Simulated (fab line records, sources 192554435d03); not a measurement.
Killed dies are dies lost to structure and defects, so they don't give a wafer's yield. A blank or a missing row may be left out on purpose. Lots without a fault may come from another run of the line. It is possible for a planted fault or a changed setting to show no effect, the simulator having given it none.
Chamber matching ; flow n5-finfet ; rie-diel-05 running N5_BEOL_M6_DESCUM_16: 4 sister chambers
The step chemistry O2, time 7.9 s. 14 wafers are shown with their chamber, then 7 later ones without.

WAFERS, EACH WITH ITS CHAMBER
wafer;chamber;showerhead-plenum-p-Torr (Torr);drypump-motor-current-A (A);throttle-valve-pct (%)
L075.1;3;2.15;5.0;20.5
L075.2;1;2.03;5.6;20.2
L075.5;0;1.96;4.9;20.4
L082.1;3;2.15;5.0;20.5
L082.2;2;1.93;5.7;21.0
L082.3;1;2.03;5.5;20.2
L082.4;0;1.96;4.8;20.4
L082.5;0;1.96;4.8;20.4
L082.6;3;2.15;5.0;20.5
L088.2;0;1.95;4.8;20.4
L088.5;2;1.92;5.7;21.0
L088.6;1;2.02;5.6;20.2
L090.1;2;1.92;5.7;21.0
L090.3;3;2.14;5.0;20.1

SIGNATURES (means of the wafers above)
reading;chamber 0;chamber 1;chamber 2;chamber 3;scatter within a chamber
showerhead-plenum-p-Torr;1.9575;2.0267;1.9233;2.1475;0.00532
drypump-motor-current-A;4.825;5.567;5.700;5.000;0.0376
throttle-valve-pct;20.400;20.200;21.000;20.400;0.11
Rule: a wafer lies at a distance from a chamber equal to the root of the sum of squares, over the readings, of (its reading less the chamber's mean, divided by the reading's scatter). If the next closest chamber is less than 2 further off than the closest, the wafer can't be placed; otherwise it belongs to the closest. The scatter is the square root of a quotient: the sum, over the shown wafers, of each reading's squared deviation from its chamber's mean, divided by wafers minus chambers.

WAFERS WHOSE CHAMBER IS MISSING
wafer;showerhead-plenum-p-Torr (Torr);drypump-motor-current-A (A);throttle-valve-pct (%)
L090.5;2.02;5.6;20.3
L092.2;1.95;4.9;20.5
L092.4;1.95;4.8;20.4
L092.6;2.02;5.6;20.2
L096.2;1.95;4.9;20.5
L096.4;2.01;5.6;20.3
L096.6;2.01;5.6;20.3

WHICH CHAMBER EACH ONE RAN IN
wafer;from the rows above;in truth
L090.5;1;1
L092.2;0;0
L092.4;0;0
L092.6;1;1
L096.2;0;0
L096.4;1;1
L096.6;1;1
Placed correctly: 7 of 7. Can't be placed from these rows: 0. Number placed wrongly: 0.
